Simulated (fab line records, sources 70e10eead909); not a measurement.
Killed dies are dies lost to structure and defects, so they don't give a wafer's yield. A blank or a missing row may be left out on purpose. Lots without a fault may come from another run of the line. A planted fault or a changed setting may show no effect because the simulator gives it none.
Chamber matching | flow nand_harc | NHARC_P_ZERO_WELL_DESCUM_54 on rie_diel-06: 4 sister chambers
The step chemistry O2, time 3 s. 8 wafers are shown with their chamber, then 10 later ones without.

WAFERS WITH THEIR CHAMBER
wafer  | chamber | drypump_motor_current_A (A) | oes_product_au (a.u.)
L076.6 | 0       | 5.6                         | 0.997
L079.5 | 2       | 4.8                         | 1.005
L083.1 | 1       | 5.2                         | 0.995
L086.1 | 3       | 5.0                         | 0.997
L086.3 | 1       | 5.1                         | 0.997
L086.4 | 2       | 4.8                         | 0.989
L089.2 | 3       | 5.0                         | 1.013
L089.4 | 0       | 5.6                         | 0.993

WAFERS WITHOUT THEIR CHAMBER
wafer  | drypump_motor_current_A (A) | oes_product_au (a.u.)
L089.5 | 5.0                         | 1.016
L093.3 | 5.2                         | 0.994
L093.4 | 5.0                         | 1.007
L093.6 | 5.6                         | 1.003
L094.2 | 4.8                         | 1.017
L094.5 | 4.8                         | 1.012
L094.6 | 5.1                         | 0.993
L096.1 | 5.2                         | 1.000
L096.3 | 5.6                         | 0.998
L096.4 | 4.8                         | 1.006

WHICH CHAMBER EACH WENT THROUGH
wafer  | from the rows above     | in truth
L089.5 | 3                       | 3
L093.3 | 1                       | 1
L093.4 | 3                       | 3
L093.6 | 0                       | 0
L094.2 | 2                       | 2
L094.5 | 2                       | 2
L094.6 | can't be placed: 1 or 3 | 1
L096.1 | 1                       | 1
L096.3 | 0                       | 0
L096.4 | 2                       | 2
Placed correctly: 9 of 10. Can't be placed from these rows: 1 (the true chamber is among the candidates in 1). Placed wrongly: 0.
How it was worked out, from the rows above alone: a wafer's distance from a chamber is the root of the sum, over the readings, of the square of ((its reading less the chamber's mean) divided by the reading's scatter). The wafer belongs to the nearest chamber; if the next one is less than 2 further off, it can't be placed. A chamber's mean is the mean of its shown wafers. The scatter: the root of (the sum of the squares of (reading less its chamber's mean) over the shown wafers, divided by (wafers less chambers)).
